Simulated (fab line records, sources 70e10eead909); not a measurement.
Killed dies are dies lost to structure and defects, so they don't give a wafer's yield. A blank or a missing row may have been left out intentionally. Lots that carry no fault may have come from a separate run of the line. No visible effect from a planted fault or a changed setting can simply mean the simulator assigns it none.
Chamber matching :: flow nand_harc :: 4 sister chambers for NHARC_A_CONTACT_ETCH_88 on rie_diel-01
The step etches the open film in CF4, target depth 39 nm, time 65 s. 24 wafers are shown with their chamber, then 12 later ones without.

## WAFERS WITH THEIR CHAMBER
wafer: L463.1
chamber: 1
drypump_motor_current_A (A): 5.1
rf_vpp_V (V): 150.4
oes_product_au (a.u.): 0.994

wafer: L463.3
chamber: 2
drypump_motor_current_A (A): 5.3
rf_vpp_V (V): 150.2
oes_product_au (a.u.): 0.991

wafer: L463.4
chamber: 0
drypump_motor_current_A (A): 4.8
rf_vpp_V (V): 152.7
oes_product_au (a.u.): 0.997

wafer: L464.1
chamber: 1
drypump_motor_current_A (A): 5.1
rf_vpp_V (V): 150.2
oes_product_au (a.u.): 1.003

wafer: L464.4
chamber: 1
drypump_motor_current_A (A): 5.1
rf_vpp_V (V): 151.2
oes_product_au (a.u.): 0.989

wafer: L464.5
chamber: 3
drypump_motor_current_A (A): 5.9
rf_vpp_V (V): 150.1
oes_product_au (a.u.): 0.998

wafer: L468.1
chamber: 3
drypump_motor_current_A (A): 5.9
rf_vpp_V (V): 149.3
oes_product_au (a.u.): 1.005

wafer: L468.2
chamber: 1
drypump_motor_current_A (A): 5.1
rf_vpp_V (V): 149.9
oes_product_au (a.u.): 1.003

wafer: L468.3
chamber: 0
drypump_motor_current_A (A): 4.9
rf_vpp_V (V): 152.3
oes_product_au (a.u.): 0.988

wafer: L471.1
chamber: 3
drypump_motor_current_A (A): 5.9
rf_vpp_V (V): 150.1
oes_product_au (a.u.): 1.011

wafer: L471.4
chamber: 2
drypump_motor_current_A (A): 5.3
rf_vpp_V (V): 150.1
oes_product_au (a.u.): 1.011

wafer: L471.6
chamber: 2
drypump_motor_current_A (A): 5.3
rf_vpp_V (V): 150.3
oes_product_au (a.u.): 1.002

wafer: L469.3
chamber: 1
drypump_motor_current_A (A): 5.1
rf_vpp_V (V): 150.3
oes_product_au (a.u.): 0.992

wafer: L469.4
chamber: 0
drypump_motor_current_A (A): 4.8
rf_vpp_V (V): 150.0
oes_product_au (a.u.): 1.005

wafer: L469.6
chamber: 2
drypump_motor_current_A (A): 5.3
rf_vpp_V (V): 150.3
oes_product_au (a.u.): 1.006

wafer: L472.1
chamber: 3
drypump_motor_current_A (A): 5.9
rf_vpp_V (V): 150.4
oes_product_au (a.u.): 1.010

wafer: L472.3
chamber: 2
drypump_motor_current_A (A): 5.3
rf_vpp_V (V): 149.7
oes_product_au (a.u.): 1.006

wafer: L472.6
chamber: 2
drypump_motor_current_A (A): 5.4
rf_vpp_V (V): 151.0
oes_product_au (a.u.): 0.999

wafer: L475.3
chamber: 3
drypump_motor_current_A (A): 5.9
rf_vpp_V (V): 148.6
oes_product_au (a.u.): 1.007

wafer: L475.4
chamber: 1
drypump_motor_current_A (A): 5.1
rf_vpp_V (V): 149.0
oes_product_au (a.u.): 0.999

wafer: L475.5
chamber: 2
drypump_motor_current_A (A): 5.3
rf_vpp_V (V): 151.2
oes_product_au (a.u.): 0.987

wafer: L474.3
chamber: 1
drypump_motor_current_A (A): 5.1
rf_vpp_V (V): 151.2
oes_product_au (a.u.): 0.992

wafer: L474.5
chamber: 3
drypump_motor_current_A (A): 5.9
rf_vpp_V (V): 150.1
oes_product_au (a.u.): 1.005

wafer: L474.6
chamber: 2
drypump_motor_current_A (A): 5.3
rf_vpp_V (V): 149.5
oes_product_au (a.u.): 0.999

SIGNATURES (means of the wafers above)
reading: drypump_motor_current_A
chamber 0: 4.833
chamber 1: 5.100
chamber 2: 5.312
chamber 3: 5.900
scatter within a chamber: 0.0278

reading: rf_vpp_V
chamber 0: 151.667
chamber 1: 150.314
chamber 2: 150.287
chamber 3: 149.767
scatter within a chamber: 0.787

reading: oes_product_au
chamber 0: 0.99667
chamber 1: 0.99600
chamber 2: 1.00012
chamber 3: 1.00600
scatter within a chamber: 0.00668
Rule: for each reading, subtract the chamber's mean from the wafer's reading, divide by that reading's scatter and square the result; add these up over the readings and take the root, which gives the wafer's distance from the chamber. The wafer belongs to the nearest chamber; if the next one is less than 2 further off, it can't be placed. The scatter: take each reading less its chamber's mean, square it, sum over the shown wafers, divide by the number of wafers less the number of chambers, and take the root.

## WAFERS WITH NO CHAMBER GIVEN
wafer: L478.1
drypump_motor_current_A (A): 5.3
rf_vpp_V (V): 150.1
oes_product_au (a.u.): 0.990

wafer: L478.5
drypump_motor_current_A (A): 5.3
rf_vpp_V (V): 150.2
oes_product_au (a.u.): 0.999

wafer: L478.6
drypump_motor_current_A (A): 5.9
rf_vpp_V (V): 149.5
oes_product_au (a.u.): 1.013

wafer: L479.3
drypump_motor_current_A (A): 4.8
rf_vpp_V (V): 152.4
oes_product_au (a.u.): 1.003

wafer: L479.4
drypump_motor_current_A (A): 5.1
rf_vpp_V (V): 151.0
oes_product_au (a.u.): 0.997

wafer: L479.5
drypump_motor_current_A (A): 4.9
rf_vpp_V (V): 151.6
oes_product_au (a.u.): 0.988

wafer: L485.1
drypump_motor_current_A (A): 4.9
rf_vpp_V (V): 152.0
oes_product_au (a.u.): 0.990

wafer: L485.2
drypump_motor_current_A (A): 5.4
rf_vpp_V (V): 148.9
oes_product_au (a.u.): 0.988

wafer: L485.4
drypump_motor_current_A (A): 5.9
rf_vpp_V (V): 149.6
oes_product_au (a.u.): 1.008

wafer: L486.2
drypump_motor_current_A (A): 5.3
rf_vpp_V (V): 150.4
oes_product_au (a.u.): 0.982

wafer: L486.3
drypump_motor_current_A (A): 4.8
rf_vpp_V (V): 151.5
oes_product_au (a.u.): 0.994

wafer: L486.4
drypump_motor_current_A (A): 5.9
rf_vpp_V (V): 148.2
oes_product_au (a.u.): 1.005

## WHICH CHAMBER EACH ONE RAN IN
wafer: L478.1
from the rows above: 2
in truth: 2

wafer: L478.5
from the rows above: 2
in truth: 2

wafer: L478.6
from the rows above: 3
in truth: 3

wafer: L479.3
from the rows above: 0
in truth: 0

wafer: L479.4
from the rows above: 1
in truth: 1

wafer: L479.5
from the rows above: 0
in truth: 0

wafer: L485.1
from the rows above: 0
in truth: 0

wafer: L485.2
from the rows above: 2
in truth: 2

wafer: L485.4
from the rows above: 3
in truth: 3

wafer: L486.2
from the rows above: 2
in truth: 2

wafer: L486.3
from the rows above: 0
in truth: 0

wafer: L486.4
from the rows above: 3
in truth: 3
Placed correctly: 12 of 12. Left unplaced by these rows: 0. Placed wrongly: 0.
